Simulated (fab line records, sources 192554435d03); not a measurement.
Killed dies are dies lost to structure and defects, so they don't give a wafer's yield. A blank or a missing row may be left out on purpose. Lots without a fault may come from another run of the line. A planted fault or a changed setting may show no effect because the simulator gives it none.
One fault seen from 3 desks | flow n5_finfet | each desk has only its own numbers; what lay behind them comes last

THE METROLOGY DESK
What the gauges read, lot by lot, whatever tool the lot ran on: means of the sampled wafers that have a number. A lot is out of limits, marked OUT, if its mean lies more than 4 standard deviations from the usual mean; the brackets give that distance. Of its 12 readings 7 are shown: those that lie furthest out on some lot.
Columns: A = DIBL_N at N5_BEOL_M4_RC_MEAS_101, usual 36.5 mV/V; B = IOFF_N at N5_BEOL_M4_RC_MEAS_101, usual 0.17 nA/um; C = IOFF_P at N5_BEOL_M4_RC_MEAS_101, usual 0.22 nA/um; D = ION_N at N5_BEOL_M4_RC_MEAS_101, usual 677 uA/um; E = SS_N at N5_BEOL_M4_RC_MEAS_101, usual 71.6 mV/dec; F = SS_P at N5_BEOL_M4_RC_MEAS_101, usual 73.3 mV/dec; G = VT_N at N5_BEOL_M4_RC_MEAS_101, usual 249 mV
lot  | first seen here | A    | B    | C    | D   | E    | F    | G
L947 | day 4 12:11     | 36.7 | 0.17 | 0.23 | 686 | 71.6 | 73.4 | 248
L949 | day 4 21:10     | 38.3 | 0.20 | 0.26 | 678 | 72.5 | 74.1 | 245
L955 | day 6 11:49     | 35.9 | 0.15 | 0.21 | 669 | 71.6 | 73.1 | 250
L958 | day 7 05:19     | 38.4 | 0.22 | 0.25 | 694 | 71.8 | 73.8 | 244
L961 | day 7 23:04     | 34.4 | 0.13 | 0.19 | 666 | 71.0 | 73.3 | 253
L964 | day 8 15:26     | 36.8 | 0.15 | 0.21 | 661 | 71.8 | 73.1 | 253
This desk's finding: nothing out of limits on any of the 6 lots.

THE TOOL OWNER'S DESK: rie_diel-01
The tool's own readings at N5_DUMMY_GATE_DESCUM_20 (chemistry O2, time 6.2 s): means of the sampled wafers that have a number, for each lot that ran on this tool. A lot is out of limits, marked OUT, if its mean lies more than 4 standard deviations from the usual mean; the brackets give that distance.
Columns: A = drypump_motor_current_A at N5_DUMMY_GATE_DESCUM_20, usual 5.7 A; B = oes_product_au at N5_DUMMY_GATE_DESCUM_20, usual 0.76 a.u.; C = rf_fwd_power_W at N5_DUMMY_GATE_DESCUM_20, usual 49.63 W; D = rf_vpp_V at N5_DUMMY_GATE_DESCUM_20, usual 243.4 V; E = showerhead_plenum_p_Torr at N5_DUMMY_GATE_DESCUM_20, usual 2.10 Torr; F = throttle_valve_pct at N5_DUMMY_GATE_DESCUM_20, usual 20.45 %
lot  | first seen here | A   | B    | C     | D     | E    | F
L947 | day 4 12:19     | 5.7 | 0.87 | 49.63 | 243.2 | 2.11 | 20.58
L949 | day 4 21:17     | 5.6 | 0.84 | 49.80 | 244.3 | 2.17 | 20.65
L964 | day 8 15:34     | 6.0 | 0.82 | 49.86 | 243.9 | 2.11 | 20.25
This desk's finding: nothing out of limits on any of the 3 lots.

THE DEFECT DESK
What the inspections along the route counted, lot by lot: means of the sampled wafers that have a number. A lot is out of limits, marked OUT, if its mean lies more than 4 standard deviations from the usual mean; the brackets give that distance.
Columns: A = raw_defect_count at N5_DUMMY_GATE_INSPECT_17, usual 207
lot  | first seen here | A
L947 | day 4 12:17     | 169
L949 | day 4 21:16     | 190
L955 | day 6 11:55     | 262
L958 | day 7 05:25     | 194
L961 | day 7 23:09     | 252
L964 | day 8 15:32     | 200
This desk's finding: nothing out of limits on any of the 6 lots.

PUT TOGETHER
The metrology desk saw nothing out of limits.
The tool owner's desk saw nothing out of limits.
The defect desk saw nothing out of limits.

WHAT THE SIMULATOR HAD PUT IN
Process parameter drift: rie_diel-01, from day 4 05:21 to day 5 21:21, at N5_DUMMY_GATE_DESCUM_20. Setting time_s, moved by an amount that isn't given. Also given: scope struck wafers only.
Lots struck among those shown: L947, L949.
